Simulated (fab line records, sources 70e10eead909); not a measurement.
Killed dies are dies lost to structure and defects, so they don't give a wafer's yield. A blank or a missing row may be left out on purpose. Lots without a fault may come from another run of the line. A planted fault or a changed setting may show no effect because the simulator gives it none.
One fault seen from 3 desks | flow nand_harc | each desk has only its own numbers; what lay behind them comes last

THE DEFECT DESK
What the inspections along the route counted, lot by lot: means of the sampled wafers that have a number. A lot is out of limits, marked OUT, if its mean lies more than 4 standard deviations from the usual mean; the brackets give that distance.
Columns: A = raw_defect_count at NHARC_A_M0_INSPECT_11, usual 85
lot  | first seen here | A
L280 | day 24 10:25    | 60
L282 | day 24 12:40    | 62
L290 | day 28 07:30    | 92
L291 | day 28 07:56    | 72
L296 | day 30 01:45    | 102
L297 | day 30 18:09    | 66
This desk's finding: nothing out of limits on any of the 6 lots.

THE METROLOGY DESK
What the gauges read, lot by lot, whatever tool the lot ran on: means of the sampled wafers that have a number. A lot is out of limits, marked OUT, if its mean lies more than 4 standard deviations from the usual mean; the brackets give that distance. Of its 8 readings 7 are shown: those that lie furthest out on some lot.
Columns: A = cd_nm at NHARC_A_M0_CD_MEAS_09, usual 79.9 nm; B = overlay_x_nm at NHARC_A_M0_OVL_MEAS_10, usual 0.1 nm; C = overlay_y_nm at NHARC_A_M0_OVL_MEAS_10, usual -0.1 nm; D = cd_nm at NHARC_A_M0_CD_MEAS_16, usual 79.9 nm; E = cd_nm at NHARC_A_M1_CD_MEAS_09, usual 119.8 nm; F = overlay_x_nm at NHARC_A_M1_OVL_MEAS_10, usual -0.3 nm; G = overlay_y_nm at NHARC_A_M1_OVL_MEAS_10, usual 0.2 nm
lot  | first seen here | A    | B    | C    | D    | E     | F    | G
L280 | day 24 10:18    | 79.6 | -0.9 | -0.7 | 79.0 | 120.3 | -0.1 | 0.5
L282 | day 24 12:33    | 79.6 | -0.2 | -0.8 | 79.3 | 119.7 | -1.0 | -0.2
L290 | day 28 07:23    | 80.3 | -0.1 | -1.7 | 80.1 | 119.5 | -0.8 | 1.6
L291 | day 28 07:49    | 80.2 | 0.2  | -0.9 | 80.3 | 120.8 | -0.2 | 1.0
L296 | day 30 01:38    | 79.8 | 0.8  | 0.1  | 79.9 | 119.7 | -1.0 | -0.9
L297 | day 30 18:02    | 80.4 | -0.7 | 0.3  | 80.0 | 120.2 | 0.2  | 0.1
This desk's finding: nothing out of limits on any of the 6 lots.

THE TOOL OWNER'S DESK: pvd_sputter-03
The tool's own readings at NHARC_A_M0_PVD_21 (deposits Cu, target thk 30 nm, time 20.49 s): means of the sampled wafers that have a number, for each lot that ran on this tool. A lot is out of limits, marked OUT, if its mean lies more than 4 standard deviations from the usual mean; the brackets give that distance.
Columns: A = throttle_valve_pct at NHARC_A_M0_PVD_21, usual 29.3 %
lot  | first seen here | A
L282 | day 24 13:53    | 29.6
L290 | day 28 08:44    | 28.6
L291 | day 28 09:10    | 29.6
This desk's finding: nothing out of limits on any of the 3 lots.

PUT TOGETHER
The defect desk saw nothing out of limits.
The metrology desk saw nothing out of limits.
The tool owner's desk saw nothing out of limits.

WHAT THE SIMULATOR HAD PUT IN
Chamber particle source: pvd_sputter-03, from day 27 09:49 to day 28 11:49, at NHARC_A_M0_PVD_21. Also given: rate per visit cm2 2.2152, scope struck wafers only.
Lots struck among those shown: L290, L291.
